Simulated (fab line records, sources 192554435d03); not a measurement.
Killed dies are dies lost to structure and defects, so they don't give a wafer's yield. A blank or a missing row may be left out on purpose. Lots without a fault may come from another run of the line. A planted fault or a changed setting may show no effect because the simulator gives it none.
Which tool did it? | flow n5_finfet | 24 lots, 72 wafers sampled, at 2 steps of a route of 1938

WHAT THE GAUGES READ, wafer by wafer
N5_ZERO_LAYER_CD_MEAS_11: target cd 2000 nm.
lot  | measured    | on        | cd_nm (nm)
L074 | day 1 12:44 | cd_sem-02 | 2000.8 2000.8 2001.8
L075 | day 1 18:38 | cd_sem-03 | 2001.9 2002.6 2000.4
L076 | day 2 00:46 | cd_sem-01 | 1997.1 1999.9 1999.5
L077 | day 2 06:46 | cd_sem-02 | 2002.0 2001.2 1999.4
L078 | day 2 12:39 | cd_sem-03 | 1997.9 1995.5 2000.3
L079 | day 2 18:54 | cd_sem-01 | 1998.3 2000.3 1999.1
L080 | day 3 00:41 | cd_sem-03 | 2000.7 1999.3 2000.3
L081 | day 3 06:40 | cd_sem-01 | 1996.6 1995.8 1996.2
L082 | day 3 12:40 | cd_sem-01 | 2000.4 1999.0 2000.0
L083 | day 3 18:38 | cd_sem-02 | 1999.8 2000.7 1999.1
L084 | day 4 00:38 | cd_sem-02 | 2000.6 1999.9 2000.9
L085 | day 4 06:38 | cd_sem-01 | 2001.5 1999.5 2000.3
L086 | day 4 12:39 | cd_sem-01 | 1997.8 1999.6 2000.4
L087 | day 4 18:39 | cd_sem-03 | 2002.2 2003.1 2000.7
L088 | day 5 00:38 | cd_sem-02 | 2000.0 1999.6 2002.5
L089 | day 5 06:38 | cd_sem-02 | 2002.5 2001.6 2003.1
L090 | day 5 12:38 | cd_sem-01 | 1998.4 1999.8 2001.3
L091 | day 5 18:38 | cd_sem-01 | 2001.4 2000.2 1996.3
L092 | day 6 00:38 | cd_sem-02 | 2002.5 2002.3 2002.4
L093 | day 6 06:38 | cd_sem-02 | 1999.9 2000.1 2000.4
L094 | day 6 15:35 | cd_sem-02 | 2004.2 2002.7 2002.2
L095 | day 6 18:39 | cd_sem-02 | 1999.8 2000.8 1996.9
L096 | day 7 00:38 | cd_sem-02 | 1999.3 1997.2 2000.6
L097 | day 7 06:44 | cd_sem-02 | 2002.5 2000.9 2001.4

N5_WELL_APT_OVL_MEAS_26.
lot  | measured    | on         | PWELL_OVL (nm)
L074 | day 1 14:48 | overlay-01 | -9 -11 -9
L075 | day 1 21:16 | overlay-01 | -12 -14 -5
L076 | day 2 02:58 | overlay-02 | 5 8 -1
L077 | day 2 08:59 | overlay-02 | -8 1 -9
L078 | day 2 14:44 | overlay-02 | 1 8 -1
L079 | day 2 21:37 | overlay-01 | -4 -5 -2
L080 | day 3 02:49 | overlay-02 | 6 -4 12
L081 | day 3 08:59 | overlay-02 | -1 6 9
L082 | day 3 15:45 | overlay-02 | 2 -1 0
L083 | day 3 22:28 | overlay-01 | 10 -1 10
L084 | day 4 02:47 | overlay-01 | 3 5 2
L085 | day 4 08:46 | overlay-01 | -3 7 -1
L086 | day 4 14:45 | overlay-02 | 8 1 2
L087 | day 4 21:50 | overlay-01 | -2 0 -7
L088 | day 5 03:17 | overlay-01 | -7 -1 -4
L089 | day 5 08:57 | overlay-02 | 4 -5 4
L090 | day 5 14:56 | overlay-02 | 17 -3 -4
L091 | day 5 20:43 | overlay-01 | -5 8 9
L092 | day 6 02:52 | overlay-01 | 2 -5 -3
L093 | day 6 09:01 | overlay-02 | -6 -4 -6
L094 | day 6 17:42 | overlay-02 | 6 3 2
L095 | day 6 20:44 | overlay-01 | -3 2 4
L096 | day 7 02:43 | overlay-02 | -2 10 -1
L097 | day 7 08:52 | overlay-01 | -4 12 14

WHICH TOOL RAN EACH LOT (tool, then ch and the chambers of the sampled wafers, then the start)
The record holds no process step before these readings.

WHAT THE TOOLS THEMSELVES READ (means of the sampled wafers that have a number; where no wafer has one, the mark that the record gives instead)
The record holds no such reading with a usual standard deviation.

THE ANSWER, worked out from the rows above alone
Rule: what is usual is taken from the lots themselves. Put in order of their means at a reading, lots are off if they are a third of the lots or fewer, leave a main group of 4 or more, and stand apart from it by a gap of 3 or more times the standard deviation of the main group's means; of several such gaps the widest counts. A main group whose means are all the same, to the digits that the tables above print for the reading, isn't used. A lot without any number at a reading at which 4 lots or more have one is off too. The other lots that the step has rows for count as sound. The gauges are gone through in route order, then the tools' own readings, and for those a lot's mean is taken as printed above. The first step at which some lot is off is used, and at that step the reading that is off furthest; a lot without a number counts as furthest.
No lot is off at any reading shown: from this, nothing can be told.

WHAT THE SIMULATOR HAD PUT IN
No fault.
